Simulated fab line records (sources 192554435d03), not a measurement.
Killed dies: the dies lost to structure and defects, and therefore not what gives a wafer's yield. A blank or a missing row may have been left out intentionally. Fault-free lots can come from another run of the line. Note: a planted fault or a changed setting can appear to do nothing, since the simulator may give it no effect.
fab line records	flow n5-finfet
[record] lots = 12	wafers = 33	last-day = 18
route steps=1938 shown BEOL_M10@1506 PASSIVATION@1936
lots that met no fault: from a run of the same line without faults
start-h: start of the lot's first displayed wafer, in hours after the record's first day	wait-h: hours elapsed since this lot's preceding step	" same as the row above	L1.1+2: one row covering several wafers at once	- value missing, or start not given	* or withheld: withheld	< > ~ a bound
route shown NAME@n: a module of which the file shows steps, and the number in the route of the first	usual: mean/standard deviation of fault-free wafers	same: alike in all rows	chamber/n: place in a boat	sites: per-site readings	_std_site: the values' standard deviation	_edge_site: outer sites' mean less inner sites'	radius-mm: for every site, how far away it sits from the centre of the wafer	mask NAME#n: copy n	behind: the tool/chamber that last shaped the wafer	hold: cause of the lot's hold/its duration in hours/its outcome	device: whichever transistor did not switch (one of n, p or np)	end of line: at the end of the route, the tests of the same wafers	step lacking rows: just its recipe	killed: dies lost to structure and defects at the first sort, not the wafer's yield	map: per-die view of a wafer (x killed, . not killed, _ where there is no die)
set.NAME: the setting that was run; set.NAME@STEP: the one run at that earlier step	model.NAME: the simulator's own value behind a step, which no gauge read
route steps across a sampled set of lots; one table per step, one row per wafer
services: the hour from which a tool's chamber was out of use, counted from the record's first day as start-h (under 0 if before that day), plus the number of hours and why
[[steps]]
[step N5_BEOL_M10_ETCH_65]
[recipe] chemistry = CF4	target = SiARC	target-depth-a = 390	mask-material = CAR-ArF	time-s = 65	ion-energy-ev = 80	pressure-mtorr = 40	source-w = 545	bias-w = 36	Ar_flow_sccm = 100	cf4-flow-sccm = 100	ends = cleared
[usual] drypump-motor-current-A = 5.5/0.55	etch-rf-on-time-s = 65.2/2	oes-product-au = 0.66/0.047	rf-vpp-V = 184.4/1.1	showerhead-plenum-p-Torr = 2.17/0.073	throttle-valve-pct = 15.71/0.16
lot.wafer	tool	chamber	start-h	wait-h	drypump-motor-current-A	etch-rf-on-time-s	oes-product-au	rf-hours-counter-h	rf-vpp-V	showerhead-plenum-p-Torr	throttle-valve-pct
L310.1	rie-diel-05	2	241.40	0.0	5.6	61.7	0.73	70	185.8	2.26	15.60
L310.3	"	3	"	"	4.7	67.9	0.69	85	184.7	2.26	15.74
L310.6	"	2	"	"	5.6	61.7	0.73	-	185.6	2.26	15.60
L311.1	rie-diel-01	0	253.75	0.0	6.4	67.5	0.66	117	183.6	2.15	15.45
L311.3	"	3	"	"	5.4	65.2	0.60	209	184.9	2.22	15.73
L311.6	"	3	"	"	5.4	65.6	0.60	-	184.7	2.22	15.74
L313.3	rie-diel-01	3	270.60	0.0	5.3	65.1	0.60	215	184.4	2.21	15.74
L313.4	"	2	"	"	4.9	64.4	0.61	207	184.1	2.21	15.94
L313.6	"	1	"	"	5.3	64.4	0.71	-	185.1	2.15	15.50
L312.3	rie-diel-05	0	270.61	0.0	6.1	66.7	0.67	108	183.3	2.07	15.79
L312.4	"	1	"	"	5.7	63.9	0.69	104	183.3	2.06	15.55
L312.5	"	3	"	"	4.6	67.2	0.68	-	186.0	2.26	15.75
L316.1	rie-diel-05	0	274.09	0.0	6.2	66.0	0.68	110	183.0	2.07	15.80
L316.2	"	3	"	"	4.6	66.8	0.68	98	185.3	2.26	15.75
L316.4	"	3	"	"	4.6	66.4	0.69	-	184.3	2.26	15.75
L318.1	rie-diel-05	1	288.34	0.0	5.7	62.9	0.70	105	183.7	2.06	15.55
L318.2	"	3	"	"	4.6	66.8	0.68	105	184.9	2.25	15.77
L318.6	"	2	"	"	5.6	62.2	0.71	-	185.1	2.25	15.65
L317.1	rie-diel-01	0	288.57	0.0	6.4	68.0	0.65	130	183.3	2.14	15.47
L317.2	"	2	"	"	4.9	65.9	0.60	215	184.7	2.20	15.97
L317.4	"	3	"	"	5.4	66.2	0.58	223	184.0	2.21	15.75
L319.2	rie-diel-05	2	288.89	0.0	5.6	61.8	0.71	90	185.6	2.25	15.64
L319.3	"	1	"	"	5.7	63.0	0.70	105	182.8	2.06	15.56
L319.6	"	1	"	"	5.7	62.6	0.70	-	183.1	2.06	15.54
L327.1	rie-diel-03	0	365.13	0.0	5.7	64.0	0.61	213	185.2	2.20	15.74
L327.2	"	3	"	"	6.4	62.7	0.77	49	184.8	2.28	15.64
L328.1	rie-diel-01	1	374.86	0.0	5.2	64.9	0.66	112	184.3	2.14	15.56
L328.2	"	0	"	"	6.4	65.4	0.64	159	182.9	2.13	15.54
L331.2	rie-diel-05	0	382.13	0.0	6.2	66.7	0.65	141	183.1	2.06	15.86
L331.4	"	1	"	"	5.6	63.6	0.67	139	183.9	2.05	15.62
L331.5	"	3	"	"	4.6	66.9	0.65	-	184.0	2.24	15.85
L330.2	rie-diel-03	0	382.30	0.0	5.7	64.3	0.60	219	186.4	2.20	15.75
L330.4	"	1	"	"	5.2	67.3	0.62	181	183.6	2.13	15.71
[step N5_BEOL_M10_CURE_72]
[recipe] temp-c = 370	time-s = 120	ambient = DMADMS/He	material = SiCOH_lowk
[usual] lamp-power-pct = 52.31/0.053	wafer_temp_C_max = 371.7/0.5
lot.wafer	tool	chamber	start-h	wait-h	lamp-power-pct	wafer_temp_C_max
L310.1	uv-cure-02	1	242.07	0.0	52.32	371.8
L310.3	"	1	"	"	52.28	371.7
L310.6	"	1	"	"	52.28	371.4
L311.1	uv-cure-03	0	254.48	0.1	52.32	371.1
L311.3	"	0	"	"	52.24	371.3
L311.6	"	0	"	"	52.25	371.0
L313.3	uv-cure-01	0	271.35	0.1	52.34	371.4
L313.4	"	0	"	"	52.30	372.6
L313.6	"	0	"	"	52.29	372.0
L312.3	uv-cure-02	2	271.36	0.1	52.24	371.7
L312.4	"	2	"	"	52.29	371.9
L312.5	"	2	"	"	52.33	372.3
L316.1	uv-cure-03	0	274.75	0.0	52.25	371.3
L316.2	"	0	"	"	52.30	371.1
L316.4	"	0	"	"	52.16	371.2
L318.1	uv-cure-03	1	289.00	0.0	52.32	372.4
L318.2	"	1	"	"	52.36	372.9
L318.6	"	1	"	"	52.43	372.0
L317.1	uv-cure-01	0	289.23	0.0	52.35	371.8
L317.2	"	0	"	"	52.29	371.7
L317.4	"	0	"	"	52.31	371.8
L319.2	uv-cure-01	0	289.59	0.1	52.23	371.5
L319.3	"	0	"	"	52.28	371.7
L319.6	"	0	"	"	52.30	371.6
L327.1	uv-cure-03	1	366.03	0.3	52.22	372.0
L327.2	"	1	"	"	52.38	372.2
L328.1	uv-cure-02	2	375.51	0.0	52.23	371.9
L328.2	"	2	"	"	52.29	371.4
L331.2	uv-cure-02	2	382.83	0.1	52.32	371.7
L331.4	"	2	"	"	52.25	371.9
L331.5	"	2	"	"	52.26	371.5
L330.2	uv-cure-03	2	383.00	0.1	52.35	371.7
L330.4	"	2	"	"	52.26	371.7
[step N5_BEOL_M10_SURFACE_TREAT_76]
[recipe] gas = Ar	time-s = *	ion-energy-ev = *	ion-current-ma-cm2 = 0.5	pressure-mtorr = *	ar-flow-sccm = 30
[usual] throttle-valve-pct = *
lot.wafer	tool	chamber	start-h	wait-h	throttle-valve-pct
L310.1	pvd-sputter-03	-	244.61	0.2	*
L310.3	"	-	"	"	*
L310.6	"	-	"	"	*
L311.1	pvd-sputter-03	-	255.36	0.2	*
L311.3	"	-	"	"	*
L311.6	"	-	"	"	*
L313.3	pvd-sputter-01	-	272.05	0.2	*
L313.4	"	-	"	"	*
L313.6	"	-	"	"	*
L312.3	pvd-sputter-01	-	272.17	0.2	*
L312.4	"	-	"	"	*
L312.5	"	-	"	"	*
L316.1	pvd-sputter-01	-	276.31	1.0	*
L316.2	"	-	"	"	*
L316.4	"	-	"	"	*
L318.1	pvd-sputter-01	-	289.80	0.2	*
L318.2	"	-	"	"	*
L318.6	"	-	"	"	*
L317.1	pvd-sputter-01	-	290.32	0.3	*
L317.2	"	-	"	"	*
L317.4	"	-	"	"	*
L319.2	pvd-sputter-03	-	294.70	3.8	*
L319.3	"	-	"	"	*
L319.6	"	-	"	"	*
L327.1	pvd-sputter-02	-	366.95	0.4	*
L327.2	"	-	"	"	*
L328.1	pvd-sputter-02	-	376.45	0.2	*
L328.2	"	-	"	"	*
L331.2	pvd-sputter-02	-	383.53	0.2	*
L331.4	"	-	"	"	*
L331.5	"	-	"	"	*
L330.2	pvd-sputter-01	-	385.04	1.3	*
L330.4	"	-	"	"	*
[step N5_BEOL_M10_CVD_75]
[recipe] material = Co	target-thk-a = 20	temp-c = withheld	precursor = CCTBA/H2	pressure-torr = 30	time-s = 138.9
[usual] run-length-s = 161.9/0.63
lot.wafer	tool	chamber	start-h	wait-h	run-length-s
L310.1	cvd-co-01	1	244.69	0.1	160.8
L310.3	"	2	"	"	161.9
L310.6	"	2	"	"	162.2
L311.1	cvd-co-02	2	255.65	0.3	161.7
L311.3	"	0	"	"	162.1
L311.6	"	2	"	"	161.7
L313.3	cvd-co-02	0	272.15	0.1	162.0
L313.4	"	2	"	"	161.3
L313.6	"	1	"	"	162.9
L312.3	cvd-co-01	1	272.27	0.1	160.8
L312.4	"	1	"	"	161.1
L312.5	"	2	"	"	161.8
L316.1	cvd-co-02	2	276.60	0.3	160.9
L316.2	"	1	"	"	162.5
L316.4	"	0	"	"	162.4
L318.1	cvd-co-01	1	289.86	0.0	160.9
L318.2	"	2	"	"	162.1
L318.6	"	2	"	"	162.0
L317.1	cvd-co-02	2	290.38	0.0	161.5
L317.2	"	1	"	"	162.5
L317.4	"	1	"	"	162.8
L319.2	cvd-co-02	2	294.93	0.2	160.9
L319.3	"	1	"	"	162.7
L319.6	"	1	"	"	162.5
L327.1	cvd-co-02	1	367.12	0.1	162.7
L327.2	"	0	"	"	252.0
L328.1	cvd-co-02	2	376.51	0.0	160.9
L328.2	"	1	"	"	253.2
L331.2	cvd-co-01	2	383.60	0.0	162.0
L331.4	"	0	"	"	162.2
L331.5	"	1	"	"	161.0
L330.2	cvd-co-02	2	385.33	0.3	251.1
L330.4	"	1	"	"	162.4
[step N5_PASSIVATION_PROBE_49]
[usual] defect-limited-yield = 91.7/1.5	killed_at_M0_to_M3 = 32/10	killed_at_M4_up = 14/5.3	killed-at-contacts = 13/5.7	killed-at-front-end = 37/10	killed-at-other = 3.3/2.5	killed-dies = 98/18	killed-open = 65/13	killed-short = 31/7.5	sort_bin_5_function = 4.9/0.91	sort_bin_6_memory = 3.1/0.71	sort-n-pass = 1082/18	sort-yield-pct = 91.7/1.5
[same] gross-dies = 1180	killed-at-back-side = 0	sort_bin_4_leakage[%] = 0	sort_bin_8_speed[%] = 0
lot.wafer	tool	chamber	start-h	wait-h	defect-limited-yield[%]	killed_at_M0_to_M3	killed_at_M4_up	killed-at-contacts	killed-at-front-end	killed-at-other	killed-dies	killed-open	killed-short	sort_bin_5_function[%]	sort_bin_6_memory[%]	sort-n-pass	sort-yield-pct[%]
L312.3	prober-01	-	322.60	0.1	92.6	33	10	6	36	2	87	59	28	4.2	3.0	1093	92.6
L312.4	prober-01	-	322.65	0.2	92.0	28	17	16	32	1	94	69	22	4.3	3.5	1086	92.0
L312.5	prober-01	-	322.70	0.2	90.8	43	9	13	44	0	109	81	27	5.3	4.0	1071	90.8
L318.1	prober-02	-	337.00	0.0	91.7	35	8	16	38	1	98	72	25	4.7	3.3	1082	91.7
L318.2	prober-02	-	337.05	0.1	88.0	51	23	30	36	2	142	96	44	6.1	5.8	1038	88.0
L318.6	prober-02	-	337.25	0.3	90.5	33	10	28	36	5	112	76	31	5.5	3.2	1068	90.5
L327.1	prober-01	-	416.18	0.0	91.0	24	10	23	43	6	106	74	26	5.7	3.0	1074	91.0
L327.2	prober-01	-	416.23	0.1	93.0	15	10	16	37	5	83	58	22	4.5	2.5	1097	93.0
// killed by level:class
L312.3 BEOL_M2:geometric-particle:open=12 FIN_SAQP:geometric-particle:open=8 FIN_SAQP:geometric-particle:short=6 MOL_CONTACT_COAG:geometric-particle:open=6 BEOL_M1:geometric-particle:open=6 BEOL_M0_SAQP:geometric-particle:short=5 BEOL_M4:geometric-particle:open=5 DUMMY_GATE:geometric-particle:open=4
L312.4 MOL_CONTACT_COAG:geometric-particle:open=11 BEOL_M2:geometric-particle:open=10 BEOL_M4:geometric-particle:open=9 STI_FIN_REVEAL:geometric-particle:open=8 FIN_SAQP:geometric-particle:open=7 MOL_CONTACT_COAG:geometric-particle:short=5 BEOL_M0_SAQP:geometric-particle:open=5 BEOL_M1:geometric-particle:short=4
L312.5 FIN_SAQP:geometric-particle:open=17 BEOL_M1:geometric-particle:open=14 BEOL_M2:geometric-particle:open=11 MOL_CONTACT_COAG:geometric-particle:open=10 FIN_SAQP:geometric-particle:short=7 GATE_CUT:geometric-particle:open=6 BEOL_M2:geometric-particle:short=5 BEOL_M4:geometric-particle:open=5
L318.1 MOL_CONTACT_COAG:geometric-particle:open=11 STI_FIN_REVEAL:geometric-particle:open=9 DUMMY_GATE:geometric-particle:open=9 BEOL_M1:geometric-particle:open=8 BEOL_M2:geometric-particle:open=7 BEOL_M3:geometric-particle:open=6 FIN_SAQP:geometric-particle:open=5 MOL_CONTACT_COAG:geometric-particle:short=5
L318.2 MOL_CONTACT_COAG:geometric-particle:open=22 BEOL_M3:geometric-particle:open=17 BEOL_M4:geometric-particle:open=11 MOL_CONTACT_COAG:geometric-particle:short=8 BEOL_M1:geometric-particle:open=7 GATE_CUT:geometric-particle:short=7 BEOL_M0_SAQP:geometric-particle:short=6 BEOL_M2:geometric-particle:open=6
L318.6 MOL_CONTACT_COAG:geometric-particle:open=24 DUMMY_GATE:geometric-particle:open=7 BEOL_M4:geometric-particle:open=7 BEOL_M0:geometric-particle:open=6 BEOL_M1:geometric-particle:open=6 BEOL_M2:geometric-particle:open=6 BEOL_M0_SAQP:geometric-particle:short=5 BEOL_M3:geometric-particle:open=5
L327.1 MOL_CONTACT_COAG:geometric-particle:open=20 GATE_CUT:geometric-particle:short=9 DUMMY_GATE:geometric-particle:open=8 BEOL_M0_SAQP:geometric-particle:open=8 BEOL_M2:geometric-particle:open=5 STI_FIN_REVEAL:geometric-particle:open=4 GATE_CUT:geometric-particle:open=4 BEOL_M5:geometric-particle:open=4
L327.2 MOL_CONTACT_COAG:geometric-particle:open=14 STI_FIN_REVEAL:geometric-particle:open=12 FIN_SAQP:geometric-particle:open=6 GATE_CUT:geometric-particle:short=4 BEOL_M1:geometric-particle:open=4 BEOL_M5:geometric-particle:open=4 STARTING-WAFER:geometric-particle:short=3 BEOL_M2:geometric-particle:open=3
[[services]]
tool	chamber	start-h	hours	kind
rie-diel-01	0	228.17	6.0	repair
rie-diel-01	-	238.12	15.6	pm
uv-cure-01	-	250.88	7.5	pm
rie-diel-01	1	263.76	3.0	repair
uv-cure-03	-	310.08	2.0	repair
uv-cure-03	-	316.30	7.5	pm
uv-cure-02	-	317.76	1.0	pm
rie-diel-01	-	322.39	0.2	repair
uv-cure-02	-	332.44	2.8	pm
cvd-co-02	1	333.33	-	clean
cvd-co-02	1	333.33	22.0	scheduled-down
cvd-co-02	1	333.33	22.0	vent-cycle
rie-diel-03	1	336.08	13.1	repair
uv-cure-03	-	344.29	6.5	repair
pvd-sputter-03	-	350.34	3.1	repair
rie-diel-01	3	372.47	-	clean
rie-diel-01	3	372.47	-	consumable-replace:focus-ring
rie-diel-01	3	372.47	19.3	scheduled-down
rie-diel-01	3	372.47	19.3	vent-cycle
[[key]]
[first-sign] step = N5_BEOL_M10_CVD_75	reading = run-length-s	direction = up	sigmas = 99+	usual = *	struck = *
effect none on later readings
met-at N5_BEOL_M10_CVD_75
struck-lots L327,L328,L330
struck-wafers L327.2,L328.2,L330.2
not-acting-at N5_BEOL_M10_ETCH_65,N5_BEOL_M10_CURE_72,N5_BEOL_M10_SURFACE_TREAT_76
onset-between 294.93 367.12
[fault] kind = process-parameter-drift	tool = cvd-co-02	chamber = -	onset-h = 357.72	steps = N5_BEOL_M10_CVD_75	channel = time-s	offset = *	shape = step	end-h = 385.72	scope = struck-wafers-only	acts-in = *	stated = *
